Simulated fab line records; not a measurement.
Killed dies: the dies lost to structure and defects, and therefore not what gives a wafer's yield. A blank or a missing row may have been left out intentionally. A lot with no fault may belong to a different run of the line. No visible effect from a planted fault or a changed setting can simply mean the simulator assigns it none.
A lot that was struck, set against a sound lot | flow n5_finfet | 16 out of 1938 route steps
Sound: the wafers L607.3, L607.5, L607.6. Wafers struck: L626.2, L626.3, L626.5. The cause comes at the end.
Each step with rows lists, per side, the tool, then ch with its chambers, then its first start. Under that, the readings that differ: sound wafers | struck wafers | difference of the means | sigmas: that difference in standard deviations of wafers without a fault.
alike: same words and numbers on both sides, and readings whose means sit less than 2 such deviations apart. not compared: any withheld reading, any reading some wafer has no value for, any bound like >300 that may hide the same value, and any number with overlapping values for which the record gives no deviation.
A row with sigmas, a row that says differs or no value, or rows on one side alone: a step with any of these is where the two part. Non-overlapping numbers with no deviation appear without sigmas and do not part them. A reading that every wafer of one side lacks parts them only if that side has two wafers or more.

first, 1 step without rows for these wafers: N5_HKMG_FIN_WET_ETCH_18 (etches TiN in SC1, time 55 s, target depth 5.2 nm, rinse time 30 s).
N5_HKMG_FIN_STRIP_19: strips in N2/H2, time 360 s.
  sound on plasma_asher-01 ch 0,1, day 4 15:13; struck on plasma_asher-01 ch 0,1, day 9 09:53
  alike: drypump_motor_current_A, h2_flow_sccm, heater_power_w
  not compared: rf_hours_counter_h
N5_HKMG_FIN_ALD_91: deposits TiN, target thk 1 nm, pulse time 1 s, purge time 3 s.
  sound on ald_metal-04 ch 0,2,3, day 4 15:29; struck on ald_metal-01 ch 1,3, day 9 10:16
  alike: heater_power_w, precursor_pulse_height_rel
then, 2 steps without rows for these wafers: N5_HKMG_FIN_COAT_85 (time 60 s, resist thk 300 nm); N5_HKMG_FIN_ETCH_86 (etches SOC in N2/H2, stops on TiN, target depth 393.2 nm).
N5_HKMG_FIN_STRIP_89: strips SOC in N2/H2, time 20 s.
  sound on rie_diel-02 ch 1,2,3, day 4 15:52; struck on rie_diel-01 ch 0,1, day 9 10:40
  reading      | sound          | struck         | difference | sigmas
  rf_vpp_V (V) | 55.2 56.4 56.1 | 52.2 52.7 53.5 | -3.1       | -4
  alike: drypump_motor_current_A, h2_flow_sccm, oes_product_au, power_w, rf_fwd_power_W, showerhead_plenum_p_Torr, throttle_valve_pct
  not compared: rf_hours_counter_h
then, 1 step without rows for these wafers: N5_HKMG_FIN_WET_ETCH_87 (etches TiN in SC1, time 154.2 s, target depth 4.7 nm, rinse time 30 s).
N5_HKMG_FIN_STRIP_88: strips in N2/H2, time 360 s.
  sound on plasma_asher-02 ch 0,1, day 4 16:11; struck on plasma_asher-02 ch 0,1, day 9 10:52
  alike: drypump_motor_current_A, h2_flow_sccm, heater_power_w
  not compared: rf_hours_counter_h
N5_HKMG_FIN_NWFM_ALD_20: deposits TiAlC, target thk 2 nm, pulse time 3 s, purge time 2 s.
  sound on ald_metal-01 ch 0,1, day 4 16:27; struck on ald_metal-04 ch 1,2,3, day 9 11:15
  alike: heater_power_w, precursor_pulse_height_rel
then, 3 steps without rows for these wafers: N5_HKMG_FIN_ALD_71 (deposits TiN, target thk 1 nm, pulse time 1 s, purge time 3 s); N5_HKMG_FIN_COAT_66 (time 60 s, resist thk 300 nm); N5_HKMG_FIN_ETCH_67 (etches SOC in N2/H2, stops on TiN, target depth 388.9 nm).
N5_HKMG_FIN_STRIP_90: strips SOC in N2/H2, time 20 s.
  sound on rie_diel-04 ch 1,2, day 4 16:57; struck on rie_diel-02 ch 2,3, day 9 11:44
  reading               | sound             | struck            | difference | sigmas
  oes_product_au (a.u.) | 0.83 0.83 0.88    | 0.52 0.54 0.52    | -0.32      | -5
  power_w (W)           | 500.6 501.7 500.9 | 291.8 290.5 289.6 | -210.4     | -99 or more
  alike: drypump_motor_current_A, h2_flow_sccm, rf_fwd_power_W, rf_vpp_V, showerhead_plenum_p_Torr, throttle_valve_pct
  not compared: rf_hours_counter_h
then, 1 step without rows for these wafers: N5_HKMG_FIN_WET_ETCH_73 (etches the open film in SC1, time 42.3 s, target depth 1.3 nm, rinse time 30 s).
-- a jump in the record: the struck wafers' starts before and after are 4 days apart (it breaks off in module HKMG_FIN and resumes in module BEOL_M4, where the first step shown is number 1111 of the route) --
N5_BEOL_M4_RC_MEAS_101:
  sound on prober-02 ch 0, day 8 18:21; struck on prober-01 ch 0, day 13 12:54
  alike: DIBL_N, DIBL_P, IOFF_N, IOFF_P, ION_N, ION_P, SS_N, SS_P, VT_N, VT_P
N5_PASSIVATION_PROBE_49:
  the record holds rows for the sound wafers here (prober-02, day 13 04:45) but none for the struck ones

== WHERE THEY PART ==
Earliest at N5_HKMG_FIN_STRIP_89; latest, in this record, at N5_PASSIVATION_PROBE_49.

WHY: what had been put in by the simulator
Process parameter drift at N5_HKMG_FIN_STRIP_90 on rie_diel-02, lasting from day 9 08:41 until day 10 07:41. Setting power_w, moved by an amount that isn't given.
